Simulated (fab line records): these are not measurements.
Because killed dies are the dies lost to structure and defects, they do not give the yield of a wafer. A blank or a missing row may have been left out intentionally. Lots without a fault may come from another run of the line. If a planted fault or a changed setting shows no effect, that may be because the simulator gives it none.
Split-lot study || flow n5 finfet || route with 1938 steps; 7 lots, 21 wafers read

## THE SPLIT
At N5_FIN_SAQP_ETCH_69 (etches SOC in N2/H2, stops on SiNx, target depth 150 nm), the setting target depth a was moved away from the recipe's 1500 angstrom on 6 of the 21 wafers read, by -11.3% to +3.7%. For the rest of the wafers, this setting stayed at what the recipe calls for.

The split's own step is where the reading is taken.

## THE READING
etch.depth nm (the simulator's own value, which no gauge read), in nm, at N5_FIN_SAQP_ETCH_69 (etches SOC in N2/H2, stops on SiNx, target depth 150 nm). The file does not state a usual value for it. The 15 wafers here that ran the recipe average 54.40 nm, standard deviation 1.1 nm.

{"wafer": "L077.1", "tool, chamber at the split": "rie diel-01, 3", "target depth a as run, angstrom": 1362, "against the recipe": "-9.2%", "etch.depth nm, nm": 51.17, "against lot-mates on the recipe": -3.80}
{"wafer": "L077.3", "tool, chamber at the split": "rie diel-01, 1", "target depth a as run, angstrom": 1500, "against the recipe": "recipe", "etch.depth nm, nm": 54.95, "against lot-mates on the recipe": "-"}
{"wafer": "L077.4", "tool, chamber at the split": "rie diel-01, 0", "target depth a as run, angstrom": 1500, "against the recipe": "recipe", "etch.depth nm, nm": 55, "against lot-mates on the recipe": "-"}
{"wafer": "L081.3", "tool, chamber at the split": "rie diel-01, 0", "target depth a as run, angstrom": 1500, "against the recipe": "recipe", "etch.depth nm, nm": 54.33, "against lot-mates on the recipe": "-"}
{"wafer": "L081.5", "tool, chamber at the split": "rie diel-01, 0", "target depth a as run, angstrom": 1426, "against the recipe": "-4.9%", "etch.depth nm, nm": 51.59, "against lot-mates on the recipe": -2.71}
{"wafer": "L081.6", "tool, chamber at the split": "rie diel-01, 1", "target depth a as run, angstrom": 1500, "against the recipe": "recipe", "etch.depth nm, nm": 54.28, "against lot-mates on the recipe": "-"}
{"wafer": "L088.1", "tool, chamber at the split": "rie diel-01, 3,0", "target depth a as run, angstrom": 1500, "against the recipe": "recipe", "etch.depth nm, nm": 55, "against lot-mates on the recipe": "-"}
{"wafer": "L088.3", "tool, chamber at the split": "rie diel-01, 3,0", "target depth a as run, angstrom": 1500, "against the recipe": "recipe", "etch.depth nm, nm": 55, "against lot-mates on the recipe": "-"}
{"wafer": "L088.5", "tool, chamber at the split": "rie diel-01, 2", "target depth a as run, angstrom": 1555, "against the recipe": "+3.7%", "etch.depth nm, nm": 55, "against lot-mates on the recipe": "+0.00"}
{"wafer": "L090.1", "tool, chamber at the split": "rie diel-06, 1", "target depth a as run, angstrom": 1500, "against the recipe": "recipe", "etch.depth nm, nm": 50.74, "against lot-mates on the recipe": "-"}
{"wafer": "L090.4", "tool, chamber at the split": "rie diel-06, 0", "target depth a as run, angstrom": 1500, "against the recipe": "recipe", "etch.depth nm, nm": 53.88, "against lot-mates on the recipe": "-"}
{"wafer": "L090.5", "tool, chamber at the split": "rie diel-06, 0", "target depth a as run, angstrom": 1500, "against the recipe": "recipe", "etch.depth nm, nm": 54, "against lot-mates on the recipe": "-"}
{"wafer": "L091.3", "tool, chamber at the split": "rie diel-05, 3", "target depth a as run, angstrom": 1500, "against the recipe": "recipe", "etch.depth nm, nm": 54.2, "against lot-mates on the recipe": "-"}
{"wafer": "L091.4", "tool, chamber at the split": "rie diel-05, 2", "target depth a as run, angstrom": 1500, "against the recipe": "recipe", "etch.depth nm, nm": 55, "against lot-mates on the recipe": "-"}
{"wafer": "L091.6", "tool, chamber at the split": "rie diel-05, 0", "target depth a as run, angstrom": 1449, "against the recipe": "-3.4%", "etch.depth nm, nm": 51.16, "against lot-mates on the recipe": -3.44}
{"wafer": "L095.3", "tool, chamber at the split": "rie diel-05, 2", "target depth a as run, angstrom": 1331, "against the recipe": "-11.3%", "etch.depth nm, nm": 48.48, "against lot-mates on the recipe": -6.52}
{"wafer": "L095.4", "tool, chamber at the split": "rie diel-05, 1", "target depth a as run, angstrom": 1331, "against the recipe": "-11.3%", "etch.depth nm, nm": 50.22, "against lot-mates on the recipe": -4.78}
{"wafer": "L095.6", "tool, chamber at the split": "rie diel-05, 1", "target depth a as run, angstrom": 1500, "against the recipe": "recipe", "etch.depth nm, nm": 55, "against lot-mates on the recipe": "-"}
{"wafer": "L096.1", "tool, chamber at the split": "rie diel-01, 3", "target depth a as run, angstrom": 1500, "against the recipe": "recipe", "etch.depth nm, nm": 55, "against lot-mates on the recipe": "-"}
{"wafer": "L096.4", "tool, chamber at the split": "rie diel-01, 3", "target depth a as run, angstrom": 1500, "against the recipe": "recipe", "etch.depth nm, nm": 55, "against lot-mates on the recipe": "-"}
{"wafer": "L096.5", "tool, chamber at the split": "rie diel-01, 1", "target depth a as run, angstrom": 1500, "against the recipe": "recipe", "etch.depth nm, nm": 54.57, "against lot-mates on the recipe": "-"}
When a row names more than one chamber, that row covers several wafers, and the file does not tell which wafer ran in which chamber.

FIT RESULTS
A straight line over all 21 wafers: etch.depth nm changes by +0.425 nm for each +1% of target depth a; r = +0.85; the points scatter about the line by 1.1 nm.
The same after taking each lot's own level away (the mean of its wafers on the recipe; 21 wafers): +0.464 nm for each +1%; r = +0.91; scatter 0.89 nm.
According to that fit, moving target depth a by its largest amount changes the reading by 5.2 nm.
From 52.873 to 55.000 nm: that is the span of the lots' own levels, equal to 2.0 times the standard deviation above.
So the lot-to-lot level changes the slope little: the two slopes agree.
Check: -4.9 nm against its lot-mates is what the line predicts for one of the wafers moved furthest among these (-11.3%) when that wafer is left out of the fit. Against them it came out at -6.52 nm.

## ADDITIONAL SPLITS CARRIED BY THESE WAFERS
These wafers also went through other splits before the reading. Each is held against what the fit with the lots' levels taken away leaves over:
{"other split on the same wafers": "N5_WELL_APT_EXPOSE_22 dose mj", "wafers away from the commonest value": 4, "r with etch.depth nm (lot level and that fit taken away)": "+0.16"}
{"other split on the same wafers": "N5_FIN_SAQP_HM_DEP_03 time s", "wafers away from the commonest value": 5, "r with etch.depth nm (lot level and that fit taken away)": "+0.16"}
{"other split on the same wafers": "N5_FIN_SAQP_SPACER1_ALD_24 ald cycles", "wafers away from the commonest value": 7, "r with etch.depth nm (lot level and that fit taken away)": -0.04}

## FILE'S OWN FIT
etch.depth nm changes by +0.475 nm for each +1% of target depth a, r = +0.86.
